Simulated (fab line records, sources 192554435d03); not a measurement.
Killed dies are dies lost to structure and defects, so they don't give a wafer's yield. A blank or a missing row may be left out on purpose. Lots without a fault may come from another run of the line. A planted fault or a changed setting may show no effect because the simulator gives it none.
Which tool did it? | flow n5_finfet | 24 lots, 72 wafers sampled, at 6 steps of a route of 1938

WHAT THE GAUGES READ, wafer by wafer
N5_BEOL_M8_THK_MEAS_53: measures by xrf.
lot  | measured     | on            | M8_THK (nm)
L074 | day 9 18:59  | film_metro-02 | 79.4 79.8 79.4
L076 | day 10 01:08 | film_metro-01 | 78.5 75.3 78.4
L075 | day 10 06:10 | film_metro-02 | 81.1 78.8 79.8
L077 | day 10 11:54 | film_metro-02 | 82.4 84.3 79.9
L078 | day 10 14:51 | film_metro-01 | 78.7 79.9 81.0
L079 | day 10 23:47 | film_metro-02 | 80.7 80.5 80.8
L080 | day 11 04:04 | film_metro-02 | 81.0 82.4 78.7
L081 | day 11 15:48 | film_metro-01 | 81.7 83.4 80.6
L083 | day 11 21:17 | film_metro-02 | 78.8 81.8 78.8
L082 | day 12 02:46 | film_metro-01 | 77.6 76.7 77.9
L084 | day 12 07:43 | film_metro-02 | 78.6 76.9 76.2
L088 | day 13 00:56 | film_metro-02 | 80.2 79.2 77.0
L085 | day 13 01:16 | film_metro-01 | 77.4 79.6 74.6
L086 | day 13 03:29 | film_metro-01 | 78.1 80.1 78.4
L087 | day 13 07:53 | film_metro-01 | 81.2 79.0 81.0
L091 | day 13 08:38 | film_metro-02 | 78.3 79.5 80.7
L090 | day 13 11:17 | film_metro-02 | 77.7 77.5 76.8
L089 | day 13 14:41 | film_metro-02 | 80.6 83.3 77.2
L092 | day 14 13:11 | film_metro-01 | 77.8 80.6 79.6
L094 | day 14 13:17 | film_metro-02 | 79.9 82.6 81.0
L093 | day 14 19:12 | film_metro-02 | 77.9 82.7 79.3
L095 | day 14 21:51 | film_metro-01 | 79.3 77.6 75.4
L096 | day 15 11:05 | film_metro-02 | 79.3 79.2 78.2
L097 | day 15 12:46 | film_metro-01 | 80.2 82.7 78.9

N5_BEOL_M9_INSPECT_30: inspects for defects (brightfield).
lot  | measured     | on                | raw_defect_count
L074 | day 9 23:13  | defect_inspect-02 | 369 411 618
L076 | day 10 04:24 | defect_inspect-02 | 414 268 341
L075 | day 10 10:17 | defect_inspect-02 | 401 406 456
L077 | day 10 16:21 | defect_inspect-02 | 302 304 310
L078 | day 10 19:46 | defect_inspect-02 | 324 412 529
L079 | day 11 04:59 | defect_inspect-02 | 296 325 507
L080 | day 11 07:32 | defect_inspect-02 | 353 397 372
L081 | day 11 23:11 | defect_inspect-01 | 380 379 371
L083 | day 12 03:26 | defect_inspect-01 | 198 381 251
L082 | day 12 06:06 | defect_inspect-01 | 407 549 319
L084 | day 12 12:43 | defect_inspect-01 | 340 389 494
L088 | day 13 07:34 | defect_inspect-01 | 331 338 355
L085 | day 13 07:12 | defect_inspect-01 | 531 502 451
L086 | day 13 07:25 | defect_inspect-01 | 314 388 302
L087 | day 13 13:29 | defect_inspect-02 | 315 413 432
L091 | day 13 13:26 | defect_inspect-01 | 295 410 319
L090 | day 13 17:14 | defect_inspect-02 | 295 227 388
L089 | day 13 20:19 | defect_inspect-01 | 309 383 387
L092 | day 14 19:51 | defect_inspect-02 | 329 546 358
L094 | day 14 20:02 | defect_inspect-01 | 322 309 363
L093 | day 14 23:17 | defect_inspect-01 | 284 440 315
L095 | day 15 01:32 | defect_inspect-02 | 373 463 412
L096 | day 15 16:59 | defect_inspect-02 | 340 365 323
L097 | day 15 17:08 | defect_inspect-01 | 346 383 455

N5_BEOL_M9_THK_MEAS_53: measures by xrf.
lot  | measured     | on            | M9_THK (nm)
L074 | day 10 02:20 | film_metro-01 | 144 142 144
L076 | day 10 08:16 | film_metro-02 | 140 142 135
L075 | day 10 13:13 | film_metro-01 | 136 137 136
L077 | day 10 21:14 | film_metro-01 | 138 134 139
L078 | day 10 22:34 | film_metro-01 | 145 143 146
L079 | day 11 07:38 | film_metro-01 | 143 145 141
L080 | day 11 11:44 | film_metro-02 | 145 145 144
L081 | day 12 02:59 | film_metro-01 | 134 135 136
L083 | day 12 07:20 | film_metro-02 | 140 139 139
L082 | day 12 08:47 | film_metro-02 | 139 140 137
L084 | day 12 15:31 | film_metro-01 | 136 137 137
L088 | day 13 11:27 | film_metro-02 | 139 139 136
L085 | day 13 10:35 | film_metro-01 | 137 135 140
L086 | day 13 11:01 | film_metro-02 | 139 139 141
L087 | day 13 17:24 | film_metro-02 | 139 139 140
L091 | day 13 16:27 | film_metro-01 | 143 142 143
L090 | day 13 23:08 | film_metro-01 | 137 137 141
L089 | day 14 01:05 | film_metro-01 | 134 134 138
L092 | day 14 22:31 | film_metro-01 | 140 136 139
L094 | day 14 22:56 | film_metro-01 | 140 136 138
L093 | day 15 02:29 | film_metro-02 | 140 143 137
L095 | day 15 04:59 | film_metro-02 | 136 141 143
L096 | day 15 19:43 | film_metro-01 | 137 130 139
L097 | day 15 20:44 | film_metro-01 | 132 137 139

N5_BEOL_M9_INSPECT_58: inspects for defects (darkfield).
lot  | measured     | on                | raw_defect_count
L074 | day 10 02:32 | defect_inspect-02 | 54 103 64
L076 | day 10 08:25 | defect_inspect-02 | 50 90 99
L075 | day 10 13:24 | defect_inspect-02 | 62 45 53
L077 | day 10 21:26 | defect_inspect-02 | 75 49 61
L078 | day 10 22:43 | defect_inspect-02 | 56 64 40
L079 | day 11 07:48 | defect_inspect-02 | 110 78 87
L080 | day 11 11:55 | defect_inspect-02 | 93 141 117
L081 | day 12 03:09 | defect_inspect-01 | 84 66 69
L083 | day 12 07:30 | defect_inspect-01 | 84 51 83
L082 | day 12 08:57 | defect_inspect-01 | 103 58 61
L084 | day 12 15:40 | defect_inspect-01 | 74 139 118
L088 | day 13 11:39 | defect_inspect-01 | 42 62 53
L085 | day 13 10:46 | defect_inspect-01 | 86 57 79
L086 | day 13 11:11 | defect_inspect-01 | 57 67 55
L087 | day 13 17:34 | defect_inspect-01 | 63 44 61
L091 | day 13 16:37 | defect_inspect-02 | 46 55 99
L090 | day 13 23:18 | defect_inspect-01 | 57 72 121
L089 | day 14 01:14 | defect_inspect-01 | 101 80 63
L092 | day 14 22:41 | defect_inspect-02 | 54 56 114
L094 | day 14 23:05 | defect_inspect-02 | 139 137 83
L093 | day 15 02:38 | defect_inspect-01 | 123 79 64
L095 | day 15 05:09 | defect_inspect-01 | 55 43 52
L096 | day 15 19:53 | defect_inspect-02 | 52 93 112
L097 | day 15 20:53 | defect_inspect-01 | 39 52 47

WHICH TOOL RAN EACH LOT (tool, then ch and the chambers of the sampled wafers, then the start)
lot  | N5_BEOL_M8_CMP_52             | N5_BEOL_M9_PECVD_70
L074 | cmp-03 ch 1,2,3, day 9 18:44  | pecvd-04 ch 0,1,2, day 9 19:50
L076 | cmp-02 ch 0,1,3, day 10 00:53 | pecvd-04 ch 0,1,2, day 10 02:00
L075 | cmp-01 ch 0,1,2, day 10 05:52 | pecvd-04 ch 1,2, day 10 07:02
L077 | cmp-02 ch 0,1,2, day 10 11:36 | pecvd-04 ch 0,1,2, day 10 12:45
L078 | cmp-03 ch 0,2,3, day 10 14:38 | pecvd-03 ch 0,2, day 10 15:40
L079 | cmp-03 ch 0,2,3, day 10 23:30 | pecvd-04 ch 0,2, day 11 01:07
L080 | cmp-01 ch 1,2,3, day 11 03:46 | pecvd-02 ch 1,2, day 11 04:53
L081 | cmp-03 ch 1,3, day 11 15:32   | pecvd-04 ch 0,1, day 11 17:18
L083 | cmp-01 ch 1,3, day 11 20:59   | pecvd-04 ch 1,2, day 11 22:11
L082 | cmp-03 ch 0,2, day 12 02:28   | pecvd-03 ch 1,2, day 12 03:48
L084 | cmp-02 ch 0,1,2, day 12 07:28 | pecvd-03 ch 0,1, day 12 08:39
L088 | cmp-03 ch 0,3, day 13 00:39   | pecvd-04 ch 0,2, day 13 01:53
L085 | cmp-01 ch 0,2,3, day 13 01:01 | pecvd-02 ch 0,1,2, day 13 02:22
L086 | cmp-02 ch 0,1,3, day 13 03:18 | pecvd-02 ch 0,1,2, day 13 04:29
L087 | cmp-03 ch 1,2,3, day 13 07:37 | pecvd-03 ch 1,2, day 13 10:33
L091 | cmp-02 ch 0,1,2, day 13 08:25 | pecvd-04 ch 1, day 13 09:37
L090 | cmp-02 ch 1,3, day 13 10:59   | pecvd-04 ch 0,1, day 13 13:08
L089 | cmp-03 ch 1,2,3, day 13 14:23 | pecvd-03 ch 0,2, day 13 16:00
L092 | cmp-02 ch 0,1,2, day 14 12:54 | pecvd-02 ch 0,1,2, day 14 14:01
L094 | cmp-01 ch 1,2,3, day 14 12:59 | pecvd-03 ch 1,2, day 14 14:07
L093 | cmp-03 ch 0,1,2, day 14 18:59 | pecvd-02 ch 0,1,2, day 14 20:04
L095 | cmp-03 ch 0,2, day 14 21:34   | pecvd-02 ch 1,2, day 14 22:40
L096 | cmp-02 ch 0,1,2, day 15 10:52 | pecvd-04 ch 0,1,2, day 15 11:55
L097 | cmp-03 ch 0,2, day 15 12:31   | pecvd-02 ch 0,1,2, day 15 13:35
- N5_BEOL_M8_CMP_52: polishes, stops on SiCOH lowk, t overpolish 6.9 s, target thk 80 nm.
- N5_BEOL_M9_PECVD_70: deposits SiO2 from TEOS/O2, target thk 20 nm, time 22.7 s.

WHAT THE TOOLS THEMSELVES READ (means of the sampled wafers that have a number; where no wafer has one, the mark that the record gives instead)
N5_BEOL_M8_CMP_52.
lot  | tool   | barrier_field_endpoint_s (s) | clearing_platen_down_force_psi (psi) | head_pressure_psi (psi) | motor_current_A (A) | overpolish_run_s (s) | slurry_filter_dp_kPa (kPa) | time_to_endpoint_s (s)
L074 | cmp-03 | 29.4                         | 1.4996                               | 0.9983                  | 6.9                 | 6.897                | 13.38                      | 65
L076 | cmp-02 | 30.2                         | 1.5035                               | 1.0009                  | 5.8                 | 6.907                | 13.53                      | 67
L075 | cmp-01 | 29.8                         | 1.4994                               | 0.9986                  | 5.8                 | 6.901                | 13.56                      | 66
L077 | cmp-02 | 29.8                         | 1.5024                               | 1.0001                  | 6.0                 | 6.896                | 13.49                      | 63
L078 | cmp-03 | 28.4                         | 1.4998                               | 1.0002                  | 6.5                 | 6.906                | 13.48                      | 58
L079 | cmp-03 | 28.9                         | 1.4973                               | 1.0003                  | 6.5                 | 6.902                | 13.46                      | 59
L080 | cmp-01 | 29.2                         | 1.4992                               | 1.0005                  | 6.0                 | 6.900                | 13.47                      | 64
L081 | cmp-03 | 29.7                         | 1.4973                               | 0.9993                  | 7.0                 | 6.897                | 13.53                      | 66
L083 | cmp-01 | 29.8                         | 1.4971                               | 0.9990                  | 5.8                 | 6.906                | 13.44                      | 65
L082 | cmp-03 | 28.2                         | 1.4986                               | 0.9981                  | 6.6                 | 6.901                | 13.55                      | 59
L084 | cmp-02 | 29.5                         | 1.5016                               | 1.0012                  | 6.2                 | 6.907                | 13.38                      | 65
L088 | cmp-03 | 29.5                         | 1.5023                               | 1.0015                  | 6.7                 | 6.892                | 13.48                      | 63
L085 | cmp-01 | 29.4                         | 1.5018                               | 0.9986                  | 5.7                 | 6.897                | 13.53                      | 63
L086 | cmp-02 | 29.5                         | 1.4978                               | 1.0011                  | 5.9                 | 6.889                | 13.56                      | 64
L087 | cmp-03 | 29.9                         | 1.4989                               | 0.9996                  | 6.9                 | 6.894                | 13.58                      | 65
L091 | cmp-02 | 29.6                         | 1.5024                               | 0.9999                  | 6.1                 | 6.905                | 13.57                      | 65
L090 | cmp-02 | 28.6                         | 1.4995                               | 1.0004                  | 5.6                 | 6.902                | 13.50                      | 63
L089 | cmp-03 | 29.2                         | 1.5003                               | 0.9979                  | 7.1                 | 6.901                | 13.62                      | 63
L092 | cmp-02 | 28.8                         | 1.4993                               | 0.9990                  | 6.2                 | 6.902                | 13.38                      | 62
L094 | cmp-01 | 29.2                         | 1.4998                               | 0.9985                  | 5.9                 | 6.904                | 13.49                      | 66
L093 | cmp-03 | 28.8                         | 1.4994                               | 1.0001                  | 6.7                 | 6.895                | 13.51                      | 61
L095 | cmp-03 | 27.4                         | 1.5015                               | 1.0013                  | 6.5                 | 6.900                | 13.40                      | 57
L096 | cmp-02 | 29.0                         | 1.4965                               | 0.9997                  | 6.1                 | 6.895                | 13.36                      | 64
L097 | cmp-03 | 27.7                         | 1.5021                               | 0.9988                  | 6.3                 | 6.904                | 13.56                      | 60

N5_BEOL_M9_PECVD_70.
lot  | tool     | heater_power_w (W) | showerhead_plenum_p_Torr (Torr) | throttle_valve_pct (%)
L074 | pecvd-04 | 631                | 8.77                            | 22.7
L076 | pecvd-04 | 619                | 8.77                            | 22.7
L075 | pecvd-04 | 555                | 8.78                            | 22.8
L077 | pecvd-04 | 593                | 8.77                            | 22.7
L078 | pecvd-03 | 576                | 8.79                            | 23.1
L079 | pecvd-04 | 649                | 8.69                            | 23.0
L080 | pecvd-02 | 728                | 8.79                            | 22.7
L081 | pecvd-04 | 660                | 8.81                            | 22.4
L083 | pecvd-04 | 585                | 8.81                            | 22.4
L082 | pecvd-03 | 613                | 8.80                            | 22.4
L084 | pecvd-03 | 533                | 8.81                            | 23.8
L088 | pecvd-04 | 637                | 8.71                            | 23.3
L085 | pecvd-02 | 699                | 8.83                            | 22.2
L086 | pecvd-02 | 727                | 8.82                            | 22.0
L087 | pecvd-03 | 605                | 8.79                            | 22.7
L091 | pecvd-04 | 575                | 8.88                            | 22.1
L090 | pecvd-04 | 567                | 8.83                            | 22.3
L089 | pecvd-03 | 602                | 8.79                            | 22.4
L092 | pecvd-02 | 758                | 8.83                            | 22.2
L094 | pecvd-03 | 563                | 8.80                            | 22.8
L093 | pecvd-02 | 795                | 8.82                            | 22.0
L095 | pecvd-02 | 741                | 8.81                            | 22.1
L096 | pecvd-04 | 663                | 8.75                            | 22.7
L097 | pecvd-02 | 771                | 8.83                            | 22.1

THE ANSWER, worked out from the rows above alone
Rule: what is usual is taken from the lots themselves. Put in order of their means at a reading, lots are off if they are a third of the lots or fewer, leave a main group of 4 or more, and stand apart from it by a gap of 3 or more times the standard deviation of the main group's means; of several such gaps the widest counts. A main group whose means are all the same, to the digits that the tables above print for the reading, isn't used. A lot without any number at a reading at which 4 lots or more have one is off too. The other lots that the step has rows for count as sound. The gauges are gone through in route order, then the tools' own readings, and for those a lot's mean is taken as printed above. The first step at which some lot is off is used, and at that step the reading that is off furthest; a lot without a number counts as furthest.
No lot is off at any reading shown: from this, nothing can be told.

WHAT THE SIMULATOR HAD PUT IN
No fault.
